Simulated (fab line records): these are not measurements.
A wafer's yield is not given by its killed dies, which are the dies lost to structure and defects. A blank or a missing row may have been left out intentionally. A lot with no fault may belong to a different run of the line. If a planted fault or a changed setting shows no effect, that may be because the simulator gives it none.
Chamber matching ; flow nandHarc ; NHARC_A_STAIRCASE_DEP_325 on pecvd-02 has 3 sister chambers
The step deposits SiO2, target thk 7200 nm. 3 wafers are shown with their chamber, then 8 later ones without.

## WAFERS PAIRED WITH THEIR CHAMBERS
wafer;chamber;heaterPowerW (W)
L086.3;0;641
L086.6;2;721
L088.2;1;656

## WAFERS WITH NO CHAMBER GIVEN
wafer;heaterPowerW (W)
L088.3;874
L088.6;568
L093.1;766
L093.2;695
L093.4;779
L096.2;743
L096.4;565
L096.6;760

## CHAMBER TAKEN BY EACH
wafer;from the rows above;in truth
L088.3;can't be placed: 2 or 1 or 0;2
L088.6;can't be placed: 0 or 1 or 2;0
L093.1;can't be placed: 2 or 1 or 0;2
L093.2;can't be placed: 2 or 1 or 0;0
L093.4;can't be placed: 2 or 1 or 0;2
L096.2;can't be placed: 2 or 1 or 0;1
L096.4;can't be placed: 0 or 1 or 2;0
L096.6;can't be placed: 2 or 1 or 0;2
Correct placement for 0 of the 8. Not placeable from these rows: 8 (in 8, the candidates include the true chamber). Number placed wrongly: 0.
How it was worked out, from the rows above alone: a wafer's distance from a chamber is the root of the sum, over the readings, of the square of ((its reading less the chamber's mean) divided by the reading's scatter). If the next closest chamber is less than 2 further off than the closest, the wafer can't be placed; otherwise it belongs to the closest. A chamber's mean is the mean of its shown wafers. The scatter: root of mean squared gap, hidden wafer to nearest shown wafer, with one shown wafer a chamber.
